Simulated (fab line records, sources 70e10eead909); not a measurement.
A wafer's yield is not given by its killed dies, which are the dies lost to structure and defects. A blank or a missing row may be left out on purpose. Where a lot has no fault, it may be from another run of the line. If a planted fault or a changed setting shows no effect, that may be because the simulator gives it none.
2 desks looking at one fault :: flow nand_harc :: every desk sees just its own numbers, and what lay behind them comes last

THE DEFECT DESK
What the inspections along the route counted, lot by lot: means of the sampled wafers that have a number. Marked OUT: a lot whose mean sits more than 4 standard deviations from the usual mean, which makes it out of limits; the brackets give that distance.
Columns: A = raw_defect_count at NHARC_A_ONON_D2_INSPECT_32, usual 419
lot: L598
first seen here: day 13 14:04
A: 340

lot: L600
first seen here: day 14 03:37
A: 439

lot: L601
first seen here: day 14 15:25
A: 308

lot: L603
first seen here: day 15 05:32
A: 277

lot: L604
first seen here: day 15 15:11
A: 485

lot: L605
first seen here: day 16 00:52
A: 499

lot: L606
first seen here: day 16 11:22
A: 670

lot: L607
first seen here: day 16 11:41
A: 567

lot: L609
first seen here: day 17 12:26
A: 252

lot: L610
first seen here: day 18 02:24
A: 255

lot: L617
first seen here: day 21 10:13
A: 471

lot: L616
first seen here: day 21 13:46
A: 472

lot: L618
first seen here: day 21 19:23
A: 366
Result from this desk: across the 13 lots, nothing is out of limits.

THE METROLOGY DESK
Means of the sampled wafers that have a number, per lot and without regard to the tool the lot ran on: this is what the gauges read. Marked OUT: a lot whose mean sits more than 4 standard deviations from the usual mean, which makes it out of limits; the brackets give that distance.
Columns: A = thk_nm at NHARC_A_ONON_D2_THK_MEAS_24, usual 997 nm; B = thk_nm at NHARC_A_ONON_D2_THK_MEAS_30, usual 1002 nm
lot: L598
first seen here: day 13 12:24
A: 1006
B: 1029

lot: L600
first seen here: day 14 01:56
A: 992
B: 1011

lot: L601
first seen here: day 14 13:43
A: 985
B: 1006

lot: L603
first seen here: day 15 03:50
A: 999
B: 992

lot: L604
first seen here: day 15 13:28
A: 987
B: 1023

lot: L605
first seen here: day 15 23:01
A: 1006
B: 990

lot: L606
first seen here: day 16 09:41
A: 989
B: 1010

lot: L607
first seen here: day 16 09:59
A: 997
B: 1005

lot: L609
first seen here: day 17 10:43
A: 1004
B: 1003

lot: L610
first seen here: day 18 00:43
A: 988
B: 985

lot: L616
first seen here: day 21 08:34
A: 1008
B: 912 (-9.1) OUT

lot: L617
first seen here: day 21 08:34
A: 1000
B: 1011

lot: L618
first seen here: day 21 15:10
A: 993
B: 904 (-9.9) OUT
Finding of this desk: L616, L618 out of limits; the first was L616 at day 21 09:41, on thk_nm at NHARC_A_ONON_D2_THK_MEAS_30. Within limits: L598, L600, L601, L603, L604, L605, L606, L607, L609, L610, L617.

BROUGHT TOGETHER
At day 21 09:41 the metrology desk could have sounded an alarm, on L616, L618.
Nothing out of limits was seen by the defect desk.
The defect desk has L616, L618 on record, within its limits.
Every lot named ran NHARC_A_ONON_D2_DEP_28 on pecvd_onon-01.

WHAT WAS PUT IN BY THE SIMULATOR
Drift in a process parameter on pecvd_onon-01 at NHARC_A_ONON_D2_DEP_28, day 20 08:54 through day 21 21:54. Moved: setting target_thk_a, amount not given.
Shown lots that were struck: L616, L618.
Per desk, hours elapsed from the start of the fault to the first reading out of limits: for the metrology desk, 25.
